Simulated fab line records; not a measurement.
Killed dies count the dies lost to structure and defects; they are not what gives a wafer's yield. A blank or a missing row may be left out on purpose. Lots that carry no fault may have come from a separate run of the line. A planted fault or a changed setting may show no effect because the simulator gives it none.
Which tool did it? | flow n5Finfet | 9 lots with 27 wafers sampled at 5 steps, on a route of 1938 steps

## WHAT THE GAUGES READ, wafer by wafer
N5_BEOL_M3_INSPECT_59: inspects for defects (darkfield).
lot  | measured     | on               | rawDefectCount
L462 | day 7 22:38  | defectInspect-01 | 74 53 66
L464 | day 8 03:18  | defectInspect-01 | 93 61 51
L466 | day 8 15:34  | defectInspect-02 | 43 79 66
L467 | day 9 02:31  | defectInspect-02 | 44 69 69
L472 | day 10 10:59 | defectInspect-02 | 55 78 57
L478 | day 11 14:09 | defectInspect-01 | 1013 1003 1006
L477 | day 11 22:54 | defectInspect-02 | 996 1005 1071
L483 | day 12 23:25 | defectInspect-02 | 42 94 100
L484 | day 13 07:52 | defectInspect-01 | 47 51 28

## EACH LOT AND THE TOOL THAT RAN IT (in order: tool; ch and the chambers of the sampled wafers; start)
lot  | N5_BEOL_M3_SPUTTER_90       | N5_BEOL_M3_ANNEAL_95        | N5_BEOL_M3_SPUTTER_96       | N5_BEOL_M3_DEP_57
L462 | pvdSputter-01, day 7 20:50  | pvdSputter-01, day 7 21:25  | pvdSputter-01, day 7 21:34  | pecvd-03 ch 1,2, day 7 22:33
L464 | pvdSputter-03, day 8 01:34  | pvdSputter-03, day 8 02:05  | pvdSputter-03, day 8 02:13  | pecvd-03 ch 0,1, day 8 03:12
L466 | pvdSputter-02, day 8 13:49  | pvdSputter-02, day 8 14:20  | pvdSputter-02, day 8 14:28  | pecvd-04 ch 0,1,2, day 8 15:28
L467 | pvdSputter-03, day 9 00:47  | pvdSputter-03, day 9 01:19  | pvdSputter-03, day 9 01:27  | pecvd-01 ch 1,2, day 9 02:26
L472 | pvdSputter-01, day 10 09:06 | pvdSputter-01, day 10 09:37 | pvdSputter-01, day 10 09:46 | pecvd-04 ch 0,1,2, day 10 10:53
L478 | pvdSputter-02, day 11 12:25 | pvdSputter-02, day 11 12:56 | pvdSputter-02, day 11 13:04 | pecvd-03 ch 0,1, day 11 14:03
L477 | pvdSputter-01, day 11 21:10 | pvdSputter-01, day 11 21:41 | pvdSputter-01, day 11 21:50 | pecvd-03 ch 0,2, day 11 22:49
L483 | pvdSputter-03, day 12 21:40 | pvdSputter-03, day 12 22:11 | pvdSputter-03, day 12 22:20 | pecvd-01 ch 0,1, day 12 23:19
L484 | pvdSputter-01, day 13 05:50 | pvdSputter-01, day 13 06:21 | pvdSputter-01, day 13 06:29 | pecvd-04 ch 0,2, day 13 07:46
- N5_BEOL_M3_SPUTTER_90: material Cu, target thk 4.5 nm, time 8.29 s.
- N5_BEOL_M3_ANNEAL_95: time 240 s.
- N5_BEOL_M3_SPUTTER_96: material Cu, target thk 4.5 nm, time 8.29 s.
- N5_BEOL_M3_DEP_57: deposits SiCN from 3MS/NH3, target thk 8 nm, time 14 s.

## THE ANSWER, worked out from the rows above alone
Rule: the usual values come from the lots themselves. Put in order of their means at a reading, lots are off if they are a third of the lots or fewer, leave a main group of 4 or more, and stand apart from it by a gap of 3 or more times the standard deviation of the main group's means; of several such gaps the widest counts. A main group whose means are all the same, to the digits that the tables above print for the reading, isn't used. A lot without any number at a reading at which 4 lots or more have one is off too. Where the step has rows for the other lots, those lots are counted as sound.
Off, at N5_BEOL_M3_INSPECT_59 on rawDefectCount: L478, L477. Main group: mean 63, sd 10.
If a tool, at a process step before that reading, ran all the lots that are off and no sound lot after the first of them, it fits. Those tools and the gauges at N5_BEOL_M3_INSPECT_59 are tried in the same way. One fits: N5_BEOL_M3_DEP_57 on pecvd-03. A fault onset in the window from L464 (day 8 03:12, its last sound lot) to L478 (day 11 14:03, its first lot off) fits.

## WHAT THE SIMULATOR HAD PUT IN
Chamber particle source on pecvd-03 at N5_BEOL_M3_DEP_57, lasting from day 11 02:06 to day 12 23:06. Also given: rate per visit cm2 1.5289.
Struck lots among those shown: L478, L477. Same finding as the rule above.
